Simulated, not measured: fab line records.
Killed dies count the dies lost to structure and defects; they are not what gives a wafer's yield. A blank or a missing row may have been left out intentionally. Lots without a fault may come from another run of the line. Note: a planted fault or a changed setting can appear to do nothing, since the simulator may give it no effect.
8D (eight disciplines) problem report, filled in by code -- flow nand_harc -- the parts of the form that need people (team, actions taken, sign-off) are left out

== 1. THE PROBLEM ==
Wafers without a fault read 62, standard deviation 16; killed_at_array at NHARC_END_SORT_01 reads a mean of 672 on 2 wafers belonging to 2 lots. Measured from the usual mean, that is +38 standard deviations.
Earliest sighting: wafer L138.2 on prober-01 at day 31 13:02. At this step, 5 wafers from 3 lots have a number in the record. Rule for "out" (also "out of limits"): further than 4 standard deviations from the usual mean. All remaining wafers that have a number are taken as sound.

== 2. WHAT THIS IS AND IS NOT ==
question,is,is not
which readings at this step,"killed_at_array, killed_dies","killed_at_other, killed_at_periphery, killed_open, killed_short"
which lots,"L138, L141",L124
which wafers of those lots,all that have a number,-
read on which gauges,prober-01,prober-02
when,from day 31 13:02,up to then (3 sound wafers)

== 3. THE SUSPECTS, EACH WITH WHAT RULES IT OUT ==
Counting: a tool at any process step up to the reading remains a suspect when it ran all the lots that are out and ran no sound lot after the first of those.
- the gauge at NHARC_END_SORT_01: kept. All the wafers that are out were read on prober-01, and no step on other tools shows them out.
- har_cap_etch-01 at NHARC_A_CONTACT_ETCH_138 (etches the open film in C4F8/O2/Ar, time 311 s, target depth 1914 nm): kept. It ran every lot that is out, first L138 (day 29 12:30), and no sound lot after that.
- rie_diel-03 at NHARC_A_CONTACT_ETCH_92 (etches the open film in CH3F/O2, target depth 40 nm, time 85.7 s): kept. It ran every lot that is out, first L138 (day 29 13:17), and no sound lot after that.
- rie_diel-03 at NHARC_A_CONTACT_ETCH_98 (etches the open film in C4F6/O2, target depth 20 nm, time 10 s): kept. It ran every lot that is out, first L138 (day 29 13:30), and no sound lot after that. Because NHARC_A_CONTACT_ETCH_98 lacks a start for some lots, the hours and order of its lots are taken from NHARC_A_CONTACT_CD_MEAS_15.
- ald_metal-02 at NHARC_A_CONTACT_ALD_18 (deposits TiN, target thk 3 nm, pulse time 1 s, ald cycles 150): kept. It ran every lot that is out, first L138 (day 29 14:26), and no sound lot after that.
Left after counting: har_cap_etch-01 at NHARC_A_CONTACT_ETCH_138, rie_diel-03 at NHARC_A_CONTACT_ETCH_92, rie_diel-03 at NHARC_A_CONTACT_ETCH_98, ald_metal-02 at NHARC_A_CONTACT_ALD_18, prober-01 at NHARC_END_SORT_01.

== 4. THE CAUSE (what the simulator had put in) ==
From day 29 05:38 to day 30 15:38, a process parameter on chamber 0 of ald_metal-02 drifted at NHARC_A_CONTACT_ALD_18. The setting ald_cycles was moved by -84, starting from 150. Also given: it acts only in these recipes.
This tool is one of the 5 suspects left after counting.

== 5. SEQUENCE OF EFFECTS, ordered by route ==
One row per reading whose mean, taken over the struck wafers that have a number, lies over 3 standard deviations from the usual. Readings are gone through only where the record gives a usual standard deviation; hours: the median, over the lots, of the time from a lot's start at the first step in this table giving one to that lot's start at this step; sigmas: the change measured in usual standard deviations.
hours,step,reading,usual,on struck wafers,change,sigmas
0,NHARC_END_SORT_01,killed_at_array,62,672,+610,+38
0,NHARC_END_SORT_01,killed_dies,67,677,+610,+38
Readings that are blank on the struck wafers while sound wafers have them: susceptor_temp_C at NHARC_A_CONTACT_CVD_19.

== 6. HOW IT WOULD HAVE BEEN CAUGHT EARLIER ==
Counted from the fault's start at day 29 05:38, it took 55 hours until the first out-of-limits reading at a measuring or inspecting step in this record, taken at day 31 13:02.
An alarm limit of 4 standard deviations would not have fired on the tool readings at NHARC_A_CONTACT_ALD_18 for which the record gives a usual standard deviation, since none of them was out on any struck wafer.
By day 31 13:02, every lot that is out (2) had started NHARC_A_CONTACT_ALD_18 on ald_metal-02. A hold on the tool at that time would have spared none of them.
